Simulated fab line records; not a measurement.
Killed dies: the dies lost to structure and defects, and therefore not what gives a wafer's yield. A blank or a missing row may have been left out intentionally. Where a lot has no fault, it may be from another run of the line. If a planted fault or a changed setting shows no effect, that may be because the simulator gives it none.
Split-lot study ; flow n5 finfet ; 39 wafers read across 7 lots, on a route 1938 steps long

== ABOUT THE SPLIT ==
At N5_MOL_CONTACT_COAG_ETCH_110 (etches Si in CF4/O2, target depth 2.5 nm, time 8 s), the setting bias w was moved away from the recipe's 12 W on 15 of the 39 wafers read, by -10.4% to +18.8%. For the rest of the wafers, this setting stayed at what the recipe calls for.

The reading comes from the split's own step.

== THE READING ==
rf vpp V, in V, at N5_MOL_CONTACT_COAG_ETCH_110 (etches Si in CF4/O2, target depth 2.5 nm, time 8 s). Fault-free wafers of this fab line usually give 129.5 V, standard deviation 2.7 V.

wafer;tool, chamber at the split;bias w as run, W;against the recipe;rf vpp V, V;against lot-mates on the recipe
L078.1;rie diel-03, 0;12;recipe;131.5;-
L078.2;rie diel-03, 1;12;recipe;129.6;-
L078.3;rie diel-03, 2;12;recipe;134.5;-
L078.4;rie diel-03, 3;12;recipe;126.3;-
L078.5;rie diel-03, 2;12;recipe;132.7;-
L078.6;rie diel-03, 1;12;recipe;130.6;-
L081.1;rie diel-03, 3;12;recipe;125.0;-
L081.2;rie diel-03, 0;13.34;+11.2%;144.2;+16.2
L081.3;rie diel-03, 2;13.34;+11.2%;146.0;+18.0
L081.4;rie diel-03, 0;12;recipe;131.0;-
L081.5;rie diel-03, 3;12;recipe;128.1;-
L081.6;rie diel-03, 2;13.34;+11.2%;147.4;+19.4
L087.1;rie diel-02, 2;14.06;+17.2%;143.4;+13.9
L087.2;rie diel-02, 3;12;recipe;130.4;-
L087.3;rie diel-02, 0;12;recipe;128.2;-
L087.4;rie diel-02, 0;14.06;+17.2%;145.5;+16.0
L087.5;rie diel-02, 2;14.06;+17.2%;144.2;+14.7
L087.6;rie diel-02, 3;12;recipe;129.8;-
L088.1;rie diel-03, 3;11.21;-6.6%;118.4;-14.4
L088.2;rie diel-03, 2;12;recipe;133.5;-
L088.3;rie diel-03, 1;11.21;-6.6%;123.6;-9.2
L088.4;rie diel-03, 1;12;recipe;132.0;-
L088.5;rie diel-03, 2;12;recipe;132.9;-
L088.6;rie diel-03, 3;11.21;-6.6%;117.5;-15.3
L091.1;rie diel-03, 2;12;recipe;134.9;-
L091.5;rie diel-03, 2;12;recipe;133.3;-
L091.6;rie diel-03, 1;12;recipe;130.8;-
L095.1;rie diel-04, 2;10.75;-10.4%;116.5;-12.2
L095.2;rie diel-04, 0;12;recipe;129.5;-
L095.3;rie diel-04, 3;12;recipe;128.1;-
L095.4;rie diel-04, 1;10.75;-10.4%;120.0;-8.7
L095.5;rie diel-04, 0;12;recipe;128.6;-
L095.6;rie diel-04, 1;10.75;-10.4%;119.2;-9.5
L097.1;rie diel-02, 3;12;recipe;130.6;-
L097.2;rie diel-02, 1;14.25;+18.8%;147.6;+17.9
L097.3;rie diel-02, 2;14.25;+18.8%;143.2;+13.5
L097.4;rie diel-02, 0;12;recipe;128.4;-
L097.5;rie diel-02, 0;14.25;+18.8%;146.3;+16.6
L097.6;rie diel-02, 3;12;recipe;130.0;-

THE FIT
A straight line over all 39 wafers: rf vpp V changes by +0.984 V for each +1% of bias w; r = +0.94; the points scatter about the line by 3.1 V.
The same after taking each lot's own level away (the mean of its wafers on the recipe; 39 wafers): +1.04 V for each +1%; r = +0.93; scatter 3.3 V.
Per that fit: largest bias w move, reading shift of 20 V.
From 128.03 to 133.00 V: that is the span of the lots' own levels, equal to 1.8 times the standard deviation above.
The two slopes are in agreement: the lot-to-lot level therefore moves the slope only a little.
Check: with one of the wafers moved furthest among these (+18.8%) left out of the fit, the line predicts +19.2 V for it against its lot-mates. It came out at +17.9 V against them.
Tool readings at the split's step, against how far the setting was moved: rf vpp V r = +0.94.

== THE OTHER SPLITS THESE WAFERS WENT THROUGH ==
Other splits were also applied to these wafers ahead of the reading. Each is held against what the fit with the lots' levels taken away leaves over:
other split on the same wafers;wafers away from the commonest value;r with rf vpp V (lot level and that fit taken away)
N5_DUMMY_GATE_EXPOSE_12 dose mj;9;+0.06
N5_DUMMY_GATE_ETCH_32 time s;18;+0.15
N5_DUMMY_GATE_ETCH_42 bias w;15;+0.29

== FILE'S OWN FIT ==
rf vpp V changes by +1.03 V for each +1% of bias w, r = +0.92.
